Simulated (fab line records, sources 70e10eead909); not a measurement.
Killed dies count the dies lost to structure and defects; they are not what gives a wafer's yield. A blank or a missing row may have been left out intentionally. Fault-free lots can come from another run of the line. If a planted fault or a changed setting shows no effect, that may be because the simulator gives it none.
Struck lot and sound lot, side by side ; flow nand-harc ; 14 steps out of a route of 1302
Sound: the wafers L510.2, L510.4, L510.6. The struck wafers were L526.3, L526.4, L526.5. The cause is named last.
Per side, at each step with rows, come the tool, then ch with its chambers, and then its first start. Under that, the readings that differ: sound wafers ; struck wafers ; difference of the means ; sigmas: that difference in standard deviations of wafers without a fault.
alike: readings with means less than 2 such deviations apart, plus words and numbers identical on both sides. not compared: withheld readings, readings lacking a value on some wafer, bounds such as >300 that could conceal the same value, and numbers that have no deviation in the record and whose values overlap.
A row with sigmas, a row that says differs or no value, or rows on one side alone: a step with any of these is where the two part. When numbers do not overlap yet have no deviation, they are printed without sigmas and do not part them. A reading missing from all wafers of one side parts the sides only when that side holds two or more wafers.

NHARC_A_BLC_PVD_32: deposits Ti, target thk 5 nm, time 17.7 s.
  sound on pvd-sputter-01; struck on pvd-sputter-01
  alike: throttle-valve-pct
NHARC_A_BLC_ALD_23: deposits TiN, target thk 3 nm, pulse time 1 s, ald cycles 150.
  sound on ald-metal-04 ch 2,3, day 25 01:25; struck on ald-metal-04 ch 2,3, day 31 06:50
  alike: heater-power-w, precursor-pulse-height-rel
NHARC_A_BLC_CVD_24: deposits W, target thk 150 nm, time 434 s.
  sound on cvd-w-01 ch 0,1; struck on cvd-w-01 ch 0,1
  alike: chamber-pressure-Torr, heater-power-w, throttle-valve-pct
NHARC_A_BLC_CMP_25: polishes, t overpolish 30 s, target thk 150 nm.
  sound on cmp-04 ch 1,2,3, day 25 02:08; struck on cmp-02 ch 1,2, day 31 07:35
  alike: motor-current-A, overpolish-run-s, time-to-endpoint-s
then, 1 step without rows for these wafers: NHARC_A_BLC_SRD_27.
NHARC_A_BLC_INSPECT_28:
  sound on defect-inspect-01, day 25 02:32; struck on defect-inspect-01, day 31 07:59
  alike: raw-defect-count
then, 5 steps without rows for these wafers: NHARC_A_M0_DEP_00 (deposits SiOC, target thk 150 nm); NHARC_A_M0_DEHYDRATE_01 (time 120 s); NHARC_A_M0_HMDS_02 (time 30 s); NHARC_A_M0_COAT_33 (time 65 s); NHARC_A_M0_COAT_03 (resist thk 90 nm).
NHARC_A_M0_SOFTBAKE_04: time 55 s.
  sound on litho-track-06 ch 0, day 25 03:00; struck on litho-track-01 ch 0, day 31 08:00
reading;sound;struck;difference;sigmas
heater-power-total-W (W);188.38 188.40 188.39;191.40 191.03 191.19;+2.82;+22
  alike: plate-temp-C
then, 2 steps without rows for these wafers: NHARC_A_M0_EBR_05; NHARC_END_SORT_01.

WHERE THEY PART
Within this record, at NHARC_A_M0_SOFTBAKE_04 only.

WHY: what had been put in by the simulator
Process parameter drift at NHARC_A_M0_SOFTBAKE_04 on litho-track-01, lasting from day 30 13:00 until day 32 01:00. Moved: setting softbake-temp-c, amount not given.
